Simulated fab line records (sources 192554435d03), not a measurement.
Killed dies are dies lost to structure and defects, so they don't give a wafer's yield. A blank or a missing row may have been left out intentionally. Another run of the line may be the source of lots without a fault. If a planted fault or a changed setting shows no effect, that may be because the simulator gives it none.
Matching of chambers ; flow n5Finfet ; N5_HKMG_FIN_CMP_23 on cmp-02: 4 sister chambers
The step polishes, stops on SiNx, t overpolish 10 s, target thk 46.326 nm. 4 wafers are shown with their chamber, then 7 later ones without.

## WAFERS PAIRED WITH THEIR CHAMBERS
wafer;chamber;motorCurrentA (A)
L078.5;1;13.0
L085.5;2;13.2
L090.4;0;12.9
L090.5;3;10.9

## WAFERS WHOSE CHAMBER IS MISSING
wafer;motorCurrentA (A)
L090.6;12.9
L093.2;11.4
L093.4;12.3
L093.5;13.3
L094.1;12.9
L094.4;13.1
L094.5;13.2

## WHICH CHAMBER EACH WENT THROUGH
wafer;from the rows above;in truth
L090.6;can't be placed: 0 or 1 or 2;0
L093.2;3;3
L093.4;can't be placed: 0 or 1 or 2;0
L093.5;can't be placed: 2 or 1 or 0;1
L094.1;can't be placed: 0 or 1 or 2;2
L094.4;can't be placed: 1 or 2 or 0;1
L094.5;can't be placed: 2 or 1 or 0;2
Correct placement for 1 of the 7. From these rows, 6 cannot be placed; in 6 the true chamber is one of the candidates. 0 placed wrongly.
How it was worked out, from the rows above alone: a wafer's distance from a chamber is the root of the sum, over the readings, of the square of ((its reading less the chamber's mean) divided by the reading's scatter). The wafer belongs to the nearest chamber; if the next one is less than 2 further off, it can't be placed. For every chamber, the mean is computed from those of its wafers that are shown. The scatter: with one shown wafer a chamber, the root of the mean of the squares of how far each hidden wafer lies from its nearest shown one.
